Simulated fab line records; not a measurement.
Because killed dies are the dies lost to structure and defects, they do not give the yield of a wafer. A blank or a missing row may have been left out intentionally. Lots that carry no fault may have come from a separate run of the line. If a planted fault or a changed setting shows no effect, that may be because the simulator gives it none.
The tool behind it: which one? -- flow nand-harc -- 15 lots with 45 wafers sampled at 4 steps, on a route of 1159 steps

## WHAT THE GAUGES READ, wafer by wafer
Not one reading of a measure or inspect step in the record can be checked against a usual standard deviation.

## WHICH TOOL RAN EACH LOT (tool, then ch and the chambers of the sampled wafers, then the start)
lot,NHARC_A_CONTACT_ETCH_118,NHARC_A_CONTACT_ETCH_120,NHARC_A_CONTACT_ETCH_123,NHARC_A_CONTACT_ETCH_96
L312,"har-cap-etch-01 ch 0,1, day 16 17:30","har-cap-etch-01 ch 0,1, day 16 17:41","har-cap-etch-01 ch 0,1, day 16 17:57","rie-diel-01 ch 0,2,3, no start"
L313,"har-cap-etch-01 ch 0,1, day 16 21:35","har-cap-etch-01 ch 0,1, day 16 21:46","har-cap-etch-01 ch 0,1, day 16 22:05","rie-diel-07 ch 1,2,3, no start"
L309,"har-cap-etch-01 ch 0,1, day 17 00:20","har-cap-etch-01 ch 0,1, day 17 00:31","har-cap-etch-01 ch 0,1, day 17 00:50","rie-diel-01 ch 1,2,3, no start"
L308,"har-cap-etch-03 ch 0,1, day 17 04:14","har-cap-etch-03 ch 0,1, day 17 04:25","har-cap-etch-03 ch 0,1, day 17 04:41","rie-diel-03 ch 0,3, day 17 05:40"
L317,"har-cap-etch-03 ch 0,1, day 18 05:27","har-cap-etch-03 ch 0,1, day 18 05:38","har-cap-etch-03 ch 0,1, day 18 05:54","rie-diel-03 ch 1,2, no start"
L316,"har-cap-etch-01 ch 0,1, day 18 12:50","har-cap-etch-01 ch 0,1, day 18 13:01","har-cap-etch-01 ch 0,1, day 18 13:18","rie-diel-07 ch 0,3, no start"
L318,"har-cap-etch-02 ch 0,1, day 18 18:21","har-cap-etch-02 ch 0,1, day 18 18:32","har-cap-etch-02 ch 0,1, day 18 18:48","rie-diel-03 ch 0,1,3, no start"
L315,"har-cap-etch-01 ch 0,1, day 18 19:45","har-cap-etch-01 ch 0,1, day 18 19:56","har-cap-etch-01 ch 0,1, day 18 20:13","rie-diel-07 ch 2,3, no start"
L319,"har-cap-etch-01 ch 0,1, day 19 03:53","har-cap-etch-01 ch 0,1, day 19 04:04","har-cap-etch-01 ch 0,1, day 19 04:21","rie-diel-07 ch 1,2,3, no start"
L323,"har-cap-etch-02 ch 0,1, day 19 04:46","har-cap-etch-02 ch 0,1, day 19 04:57","har-cap-etch-02 ch 0,1, day 19 05:16","rie-diel-01 ch 0,1,3, no start"
L324,"har-cap-etch-02 ch 0,1, day 20 08:19","har-cap-etch-02 ch 0,1, day 20 08:29","har-cap-etch-02 ch 0,1, day 20 08:53","rie-diel-03 ch 0,1,3, no start"
L325,"har-cap-etch-01 ch 0,1, day 20 14:00","har-cap-etch-01 ch 0,1, day 20 14:11","har-cap-etch-01 ch 0,1, day 20 14:30","rie-diel-03 ch 0,2,3, no start"
L326,"har-cap-etch-02 ch 0,1, day 20 14:52","har-cap-etch-02 ch 0,1, day 20 15:03","har-cap-etch-02 ch 0,1, day 20 15:24","rie-diel-01 ch 0,2,3, no start"
L331,"har-cap-etch-01 ch 0, day 21 19:22","har-cap-etch-01 ch 0, day 21 19:33","har-cap-etch-01 ch 0, day 21 19:52","rie-diel-07 ch 2, day 21 20:50"
L329,"har-cap-etch-03 ch 0,1, day 21 20:21","har-cap-etch-03 ch 0,1, day 21 20:32","har-cap-etch-03 ch 0,1, day 21 20:50","rie-diel-07 ch 1,2, day 21 21:37"
- NHARC_A_CONTACT_ETCH_118: etches the open film in C4F8/O2/Ar, time 94 s, target depth 922 nm.
- NHARC_A_CONTACT_ETCH_120: etches the open film in C4F8/O2/Ar, time 94 s, target depth 922 nm.
- NHARC_A_CONTACT_ETCH_123: etches the open film in C4F8/O2/Ar, time 253 s, target depth 1090 nm.
- NHARC_A_CONTACT_ETCH_96: etches the open film in C4F6/O2, target depth 20 nm, time 10 s.

## WHAT THE TOOLS THEMSELVES READ (means of the sampled wafers that have a number; where no wafer has one, the mark that the record gives instead)
NHARC_A_CONTACT_ETCH_118.
lot,tool,chamber-pressure-mTorr (mTorr),oes-air-line-au (a.u.)
L312,har-cap-etch-01,19.981,1.008
L313,har-cap-etch-01,20.002,0.991
L309,har-cap-etch-01,19.977,0.986
L308,har-cap-etch-03,20.005,0.998
L317,har-cap-etch-03,19.996,0.977
L316,har-cap-etch-01,20.004,0.992
L318,har-cap-etch-02,19.998,0.993
L315,har-cap-etch-01,20.009,1.005
L319,har-cap-etch-01,19.990,0.988
L323,har-cap-etch-02,19.994,1.008
L324,har-cap-etch-02,19.996,1.006
L325,har-cap-etch-01,20.007,1.013
L326,har-cap-etch-02,20.001,1.007
L331,har-cap-etch-01,20.009,1.010
L329,har-cap-etch-03,20.032,1.007

NHARC_A_CONTACT_ETCH_120.
lot,tool,chamber-pressure-mTorr (mTorr),oes-air-line-au (a.u.)
L312,har-cap-etch-01,20.025,0.989
L313,har-cap-etch-01,19.994,1.019
L309,har-cap-etch-01,19.996,1.003
L308,har-cap-etch-03,19.997,0.979
L317,har-cap-etch-03,20.001,1.005
L316,har-cap-etch-01,20.004,0.999
L318,har-cap-etch-02,19.993,1.006
L315,har-cap-etch-01,20.000,0.999
L319,har-cap-etch-01,19.977,1.013
L323,har-cap-etch-02,20.008,1.007
L324,har-cap-etch-02,19.995,1.013
L325,har-cap-etch-01,20.008,1.001
L326,har-cap-etch-02,20.014,0.998
L331,har-cap-etch-01,20.021,0.986
L329,har-cap-etch-03,19.989,1.013

NHARC_A_CONTACT_ETCH_123.
lot,tool,chamber-pressure-mTorr (mTorr),oes-air-line-au (a.u.)
L312,har-cap-etch-01,20.006,1.013
L313,har-cap-etch-01,20.023,0.994
L309,har-cap-etch-01,20.008,1.010
L308,har-cap-etch-03,20.012,1.001
L317,har-cap-etch-03,20.007,0.999
L316,har-cap-etch-01,20.016,1.015
L318,har-cap-etch-02,19.996,0.963
L315,har-cap-etch-01,20.006,0.987
L319,har-cap-etch-01,19.999,0.992
L323,har-cap-etch-02,19.995,0.990
L324,har-cap-etch-02,-,-
L325,har-cap-etch-01,-,-
L326,har-cap-etch-02,-,-
L331,har-cap-etch-01,20.000,1.005
L329,har-cap-etch-03,20.010,0.974

NHARC_A_CONTACT_ETCH_96.
lot,tool,bias-w (W),c4f6-flow-sccm (sccm),drypump-motor-current-A (A),oes-product-au (a.u.),rf-vpp-V (V),showerhead-plenum-p-Torr (Torr),throttle-valve-pct (%)
L312,rie-diel-01,499.6,25.00,5.84,0.995,544,3.80,26.907
L313,rie-diel-07,498.5,24.97,5.78,0.947,547,3.88,26.905
L309,rie-diel-01,500.1,25.01,5.75,1.004,543,3.73,26.904
L308,rie-diel-03,498.4,24.96,6.06,0.969,545,3.87,26.900
L317,rie-diel-03,498.9,25.04,6.23,0.965,553,4.22,26.909
L316,rie-diel-07,499.3,24.91,5.88,0.932,546,3.89,26.902
L318,rie-diel-03,499.8,25.03,6.04,0.985,547,3.98,26.904
L315,rie-diel-07,498.2,25.07,5.81,1.000,543,3.74,26.902
L319,rie-diel-07,499.9,24.99,5.78,1.013,546,3.88,26.904
L323,rie-diel-01,501.6,24.89,5.72,0.946,544,3.81,26.899
L324,rie-diel-03,498.7,25.03,6.04,0.963,548,3.97,26.903
L325,rie-diel-03,499.6,24.95,6.10,0.958,548,3.97,26.894
L326,rie-diel-01,501.3,25.08,5.84,0.961,544,3.78,26.897
L331,rie-diel-07,501.0,25.02,5.96,1.013,543,3.73,26.900
L329,rie-diel-07,500.3,24.97,5.85,1.016,546,3.87,26.898

## THE ANSWER, worked out from the rows above alone
Rule: usual is defined by the lots themselves. Put in order of their means at a reading, lots are off if they are a third of the lots or fewer, leave a main group of 4 or more, and stand apart from it by a gap of 3 or more times the standard deviation of the main group's means; of several such gaps the widest counts. The tables above print the reading to a certain number of digits; a main group whose means all agree to those digits is not used. A lot without any number at a reading at which 4 lots or more have one is off too. Any other lot the step has rows for is counted as sound. First the gauges in route order, then the tools' own readings, where a lot's mean is used as printed above. The first step at which some lot is off is used, and at that step the reading that is off furthest; a lot without a number counts as furthest.
Off at NHARC_A_CONTACT_ETCH_123 (chamber-pressure-mTorr): L324, L325, L326. Without a number there: L324, L325, L326. The main group has a mean of 20.006 mTorr with a standard deviation of 0.0079.
If a tool, at that step or one of the process steps before it, ran each lot that is off and ran no sound lot following the first of them, it fits. No candidate that was tried fits.

## WHAT THE SIMULATOR HAD INSERTED
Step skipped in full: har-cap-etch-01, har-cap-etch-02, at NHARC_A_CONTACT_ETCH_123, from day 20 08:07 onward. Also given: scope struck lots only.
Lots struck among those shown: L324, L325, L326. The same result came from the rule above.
